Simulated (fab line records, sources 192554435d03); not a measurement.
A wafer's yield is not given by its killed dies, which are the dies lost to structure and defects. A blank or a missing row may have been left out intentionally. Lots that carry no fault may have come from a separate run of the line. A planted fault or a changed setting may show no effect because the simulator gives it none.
One fault seen from 3 desks    flow n5 finfet    every desk sees just its own numbers, and what lay behind them comes last

== METROLOGY DESK ==
What the gauges read for every lot (on any tool): the sampled wafers with a number, averaged. If a lot's mean is further than 4 standard deviations from the usual mean, the lot is out of limits and carries the mark OUT (the distance appears in the brackets).
Columns: A = M6_RS at N5_BEOL_M6_RS_MEAS_57, usual 0.285 ohm/sq; B = M7_ILD_THK at N5_BEOL_M7_THK_MEAS_01, usual 155.0 nm
lot   first seen here  A      B
L329  day 8 14:50      0.290  155.4
L331  day 9 23:11      0.283  154.0
L332  day 9 23:59      0.283  156.0
L337  day 11 04:13     0.284  156.3
L338  day 11 23:14     0.287  157.4
L342  day 12 06:14     0.282  155.9
L345  day 13 09:39     0.291  150.2
L346  day 13 14:12     0.282  150.9
L348  day 13 18:21     0.285  144.0 (-6.1) OUT
L349  day 13 22:53     0.270  155.0
L350  day 15 11:34     0.284  154.0
L351  day 15 12:50     0.287  154.4
This desk's finding: out of limits on L348; first on L348, day 13 18:59 (M7_ILD_THK at N5_BEOL_M7_THK_MEAS_01). Within limits: L329, L331, L332, L337, L338, L342, L345, L346, L349, L350, L351.

== TOOL OWNER'S DESK, pecvd-03 ==
The tool's own readings at N5_BEOL_M7_ILD_DEP_00 (deposits SiCOH lowk from DEMS/porogen, target thk 179.75 nm, time 33.4 s): means of the sampled wafers that have a number, for each lot that ran on this tool. If a lot's mean is further than 4 standard deviations from the usual mean, the lot is out of limits and carries the mark OUT (the distance appears in the brackets).
Columns: A = heater power w at N5_BEOL_M7_ILD_DEP_00, usual 335 W; B = showerhead plenum p Torr at N5_BEOL_M7_ILD_DEP_00, usual 5.735 Torr; C = susceptor temp C at N5_BEOL_M7_ILD_DEP_00, usual 300.00 C; D = throttle valve pct at N5_BEOL_M7_ILD_DEP_00, usual 14.2 %
lot   first seen here  A    B      C                 D
L329  day 8 14:55      257  5.732  299.90            13.9
L332  day 10 00:03     301  5.744  300.06            14.5
L337  day 11 04:17     297  5.725  300.08            13.8
L338  day 11 23:19     252  5.741  300.04            14.1
L345  day 13 09:44     265  5.729  310.45 (+52) OUT  14.3
L346  day 13 14:16     322  5.741  303.62 (+18) OUT  14.8
L348  day 13 18:25     331  5.721  310.38 (+52) OUT  14.4
L349  day 13 22:57     362  5.728  300.02            14.7
This desk finds L345, L346, L348 out of limits, L345 being first, at day 13 09:44 (susceptor temp C at N5_BEOL_M7_ILD_DEP_00). Within limits: L329, L332, L337, L338, L349.

== THE DEFECT DESK ==
Counts from the inspections along the route, per lot, as means over the sampled wafers that have a number. If a lot's mean is further than 4 standard deviations from the usual mean, the lot is out of limits and carries the mark OUT (the distance appears in the brackets).
Columns: A = raw defect count at N5_BEOL_M6_INSPECT_58, usual 67
lot   first seen here  A
L329  day 8 14:52      41
L331  day 9 23:13      65
L332  day 10 00:01     66
L337  day 11 04:14     64
L338  day 11 23:16     55
L342  day 12 06:15     53
L345  day 13 09:41     60
L346  day 13 14:13     58
L348  day 13 18:23     51
L349  day 13 22:55     80
L350  day 15 11:35     46
L351  day 15 12:52     73
This desk's finding: nothing out of limits on any of the 12 lots.

== PUT TOGETHER ==
At day 13 09:44, on L345, L346, L348, the tool owner's desk was in a position to raise an alarm.
Metrology desk: alarm possible at day 13 18:59 on L348.
No out-of-limits result turned up at the defect desk.
The metrology desk has L345, L346 on record, within its limits.
The defect desk has L345, L346, L348 on record, within its limits.
Every lot named ran N5_BEOL_M7_ILD_DEP_00 on pecvd-03.

== WHAT WAS PUT IN BY THE SIMULATOR ==
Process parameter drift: pecvd-03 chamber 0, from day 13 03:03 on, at N5_BEOL_M7_ILD_DEP_00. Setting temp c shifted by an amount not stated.
Shown lots that were struck: L345, L346, L348.
Delay (hours) between the fault's onset and each desk's first out-of-limits reading: 7 at the tool owner's desk, 16 at the metrology desk.
